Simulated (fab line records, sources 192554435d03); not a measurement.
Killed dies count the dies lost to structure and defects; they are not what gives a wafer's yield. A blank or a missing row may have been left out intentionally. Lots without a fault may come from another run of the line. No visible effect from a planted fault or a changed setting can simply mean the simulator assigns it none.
A single fault, viewed from 2 desks || flow n5_finfet || every desk sees just its own numbers, and what lay behind them comes last

## AT THE TOOL OWNER'S DESK: implanter-02
N5_WELL_APT_IMPLANT_15, tool's own readings: per-lot mean of the sampled wafers with a number, covering each lot this tool ran. Any lot whose mean is over 4 standard deviations away from the usual mean is out of limits and marked OUT; that distance is given in the brackets.
Columns: A = dose_ions_cm2 at N5_WELL_APT_IMPLANT_15, usual 1.4995e+13; B = faraday_current_uA at N5_WELL_APT_IMPLANT_15, usual 190
{"lot": "L533", "first seen here": "day 3 02:14", "A": 1.5000e+13, "B": 190}
{"lot": "L544", "first seen here": "day 5 20:10", "A": 1.5005e+13, "B": 185}
{"lot": "L546", "first seen here": "day 6 08:20", "A": 1.5004e+13, "B": 193}
{"lot": "L547", "first seen here": "day 6 14:20", "A": "2.0210e+13 (+99 or more) OUT", "B": "252 (+16) OUT"}
{"lot": "L549", "first seen here": "day 7 02:10", "A": "2.0228e+13 (+99 or more) OUT", "B": "254 (+16) OUT"}
This desk's finding: out of limits on L547, L549; first on L547, day 6 14:20 (dose_ions_cm2 at N5_WELL_APT_IMPLANT_15). In limits: L533, L544, L546.

## AT THE METROLOGY DESK
What the gauges read, lot by lot, whatever tool the lot ran on: means of the sampled wafers that have a number. Any lot whose mean is over 4 standard deviations away from the usual mean is out of limits and marked OUT; that distance is given in the brackets. Of its 11 readings 7 are shown: the one that was out of limits first, and those that lie furthest out on some lot.
Columns: A = CJ_P at N5_BEOL_M4_RC_MEAS_101, usual 5.74; B = DIBL_P at N5_BEOL_M4_RC_MEAS_101, usual 36.0 mV/V; C = IOFF_P at N5_BEOL_M4_RC_MEAS_101, usual 0.21 nA/um; D = ION_N at N5_BEOL_M4_RC_MEAS_101, usual 675 uA/um; E = ION_P at N5_BEOL_M4_RC_MEAS_101, usual 463 uA/um; F = SS_N at N5_BEOL_M4_RC_MEAS_101, usual 71.6 mV/dec; G = VT_P at N5_BEOL_M4_RC_MEAS_101, usual -251 mV
{"lot": "L532", "first seen here": "day 9 01:55", "A": 5.60, "B": 34.4, "C": 0.21, "D": 667, "E": 461, "F": 71.4, "G": -250}
{"lot": "L533", "first seen here": "day 9 12:20", "A": 5.79, "B": 37.5, "C": 0.21, "D": 693, "E": 466, "F": 72.2, "G": -250}
{"lot": "L536", "first seen here": "day 9 17:47", "A": 5.77, "B": 35.3, "C": 0.21, "D": 681, "E": 468, "F": 71.3, "G": -249}
{"lot": "L534", "first seen here": "day 9 18:32", "A": 5.77, "B": 37.0, "C": 0.23, "D": 676, "E": 465, "F": 71.6, "G": -247}
{"lot": "L540", "first seen here": "day 11 10:50", "A": 5.81, "B": 36.1, "C": 0.26, "D": 692, "E": 480, "F": 72.5, "G": -246}
{"lot": "L542", "first seen here": "day 11 13:23", "A": 5.62, "B": 37.3, "C": 0.23, "D": 673, "E": 470, "F": 71.6, "G": -246}
{"lot": "L543", "first seen here": "day 11 15:56", "A": 5.71, "B": 39.2, "C": 0.20, "D": 686, "E": 464, "F": 71.4, "G": -252}
{"lot": "L544", "first seen here": "day 11 21:04", "A": 5.81, "B": 35.4, "C": 0.18, "D": 669, "E": 458, "F": 71.6, "G": -253}
{"lot": "L546", "first seen here": "day 12 16:44", "A": 5.64, "B": 35.3, "C": 0.20, "D": 666, "E": 458, "F": 71.1, "G": -252}
{"lot": "L547", "first seen here": "day 13 11:19", "A": "6.60 (+5.4) OUT", "B": 35.8, "C": 0.22, "D": 682, "E": 473, "F": 71.5, "G": -248}
{"lot": "L549", "first seen here": "day 13 15:26", "A": "6.53 (+4.9) OUT", "B": 37.0, "C": 0.19, "D": 666, "E": 457, "F": 71.5, "G": -253}
Finding of this desk: L547, L549 out of limits, first seen on L547 at day 13 11:19 (CJ_P at N5_BEOL_M4_RC_MEAS_101). In limits: L532, L533, L536, L534, L540, L542, L543, L544, L546.

## BROUGHT TOGETHER
On L547, L549, at day 6 14:20, an alarm was possible from the tool owner's desk.
On L547, L549, the metrology desk was in a position to raise an alarm at day 13 11:19.
Of the lots named, all ran N5_WELL_APT_IMPLANT_15 on implanter-02.

## WHAT THE SIMULATOR HAD INSERTED
Drift in process parameters on implanter-02 at N5_WELL_APT_IMPLANT_15, starting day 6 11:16. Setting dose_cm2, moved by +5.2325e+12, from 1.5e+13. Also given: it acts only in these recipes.
Struck lots among those shown: L547, L549.
Hours from the fault's start to each desk's first reading out of limits: the tool owner's desk, 3; the metrology desk, 168.
